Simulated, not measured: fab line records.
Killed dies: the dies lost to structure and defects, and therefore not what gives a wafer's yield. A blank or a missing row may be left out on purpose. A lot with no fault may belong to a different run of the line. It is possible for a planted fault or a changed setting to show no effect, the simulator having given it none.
Lot-split experiment | flow n5Finfet | 21 wafers read across 7 lots, on a route 1938 steps long

THE SPLIT ITSELF
At N5_BEOL_M3_ETCH_64 (etches SOC in N2/H2, target depth 75 nm, overetch 15 nm, time 112.5 s), the setting timeS was moved away from the recipe's 112.5 s on 6 of the 21 wafers read, by -21.2% to +10.0%. This setting was run at the recipe's value on the other wafers.

The reading comes from the split's own step.

THE READING
SiARC_of_BEOL_M3_COAT_62.thkNm (the simulator's own value, which no gauge read), in nm, at N5_BEOL_M3_ETCH_64 (etches SOC in N2/H2, target depth 75 nm, overetch 15 nm, time 112.5 s). There is no usual value for it anywhere in the file. Here, 15 wafers ran the recipe; their average is 6.7 nm with a standard deviation of 0.11 nm.

wafer  | tool, chamber at the split | timeS as run, s | against the recipe | SiARC_of_BEOL_M3_COAT_62.thkNm, nm | against lot-mates on the recipe
L078.1 | rieDiel-01, 3              | 112.5           | recipe             | 6.6                                | -
L078.3 | rieDiel-01, 1              | 112.5           | recipe             | 7                                  | -
L078.6 | rieDiel-01, 3              | 112.5           | recipe             | 6.6                                | -
L083.1 | rieDiel-04, 3,1,3          | 112.5           | recipe             | 6.8                                | -
L083.2 | rieDiel-04, 3,1,3          | 112.5           | recipe             | 6.8                                | -
L083.6 | rieDiel-04, 3,1,3          | 112.5           | recipe             | 6.8                                | -
L088.4 | rieDiel-06, 0              | 112.5           | recipe             | 6.6                                | -
L088.5 | rieDiel-06, 0              | 94.36           | -16.1%             | 7.6                                | +0.9
L088.6 | rieDiel-06, 1              | 112.5           | recipe             | 6.8                                | -
L089.1 | rieDiel-06, 1              | 112.5           | recipe             | 6.8                                | -
L089.3 | rieDiel-06, 0              | 112.5           | recipe             | 6.8                                | -
L089.5 | rieDiel-06, 0              | 112.5           | recipe             | 6.8                                | -
L093.1 | rieDiel-06, 0              | 99.58           | -11.5%             | 7.4                                | +0.8
L093.3 | rieDiel-06, 1              | 99.58           | -11.5%             | 7.4                                | +0.8
L093.6 | rieDiel-06, 2              | 112.5           | recipe             | 6.6                                | -
L094.1 | rieDiel-06, 0              | 112.5           | recipe             | 6.8                                | -
L094.2 | rieDiel-06, 2              | 112.5           | recipe             | 6.6                                | -
L094.5 | rieDiel-06, 2              | 123.7           | +10.0%             | 6                                  | -0.7
L096.1 | rieDiel-01, 2              | 88.7            | -21.2%             | 7.8                                | +1.0
L096.2 | rieDiel-01, 0              | 88.7            | -21.2%             | 7.8                                | +1.0
L096.5 | rieDiel-01, 1              | 112.5           | recipe             | 6.8                                | -
Where a row lists several chambers, the file gives one row for several wafers and doesn't say which wafer went through which chamber.

THE FIT
A straight line over all 21 wafers: SiARC_of_BEOL_M3_COAT_62.thkNm changes by -0.054 nm for each +1% of timeS; r = -0.97; the points scatter about the line by 0.12 nm.
The same after taking each lot's own level away (the mean of its wafers on the recipe; 21 wafers): -0.0543 nm for each +1%; r = -0.96; scatter 0.12 nm.
According to that fit, moving timeS by its largest amount changes the reading by 1.1 nm.
Measured against the standard deviation above, the lots' own levels, which go from 6.60 to 6.80 nm, span 1.7 times it.
The two slopes agree, so the slope changes little with the lot-to-lot level.
Check: +1.21 nm against its lot-mates is what the line predicts for one of the wafers moved furthest among these (-21.2%) when that wafer is left out of the fit. Against them it came out at +1 nm.

THE WHOLE CHAIN: every reading that the file lists as answering this split, in the file's order
step                  | what it does                                                          | reading                                                                         | change (the file's fit)                                                                 | r (the file's)
N5_BEOL_M3_ETCH_64    | etches SOC in N2/H2, target depth 75 nm, overetch 15 nm, time 112.5 s | SiARC_of_BEOL_M3_COAT_62.thkNm (the simulator's own value, which no gauge read) | -0.0552 nm for each +1% of the setting                                                  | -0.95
N5_BEOL_M3_ETCH_64    | etches SOC in N2/H2, target depth 75 nm, overetch 15 nm, time 112.5 s | BEOL_M3.cdOffsetNm (the simulator's own value, which no gauge read)             | +0.0235 nm for each +1% of the setting, in a fit together with doseMj@BEOL_M3_EXPOSE_08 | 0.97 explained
N5_BEOL_M3_HM_OPEN_17 | chemistry Cl2/BCl3, target TiN, target depth 20 nm, overetch 6 nm     | BEOL_M3.cdOffsetNm (the simulator's own value, which no gauge read)             | +0.0242 nm for each +1% of the setting, in a fit together with doseMj@BEOL_M3_EXPOSE_08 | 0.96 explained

FILE'S OWN FIT
SiARC_of_BEOL_M3_COAT_62.thkNm changes by -0.0552 nm for each +1% of timeS, r = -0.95.
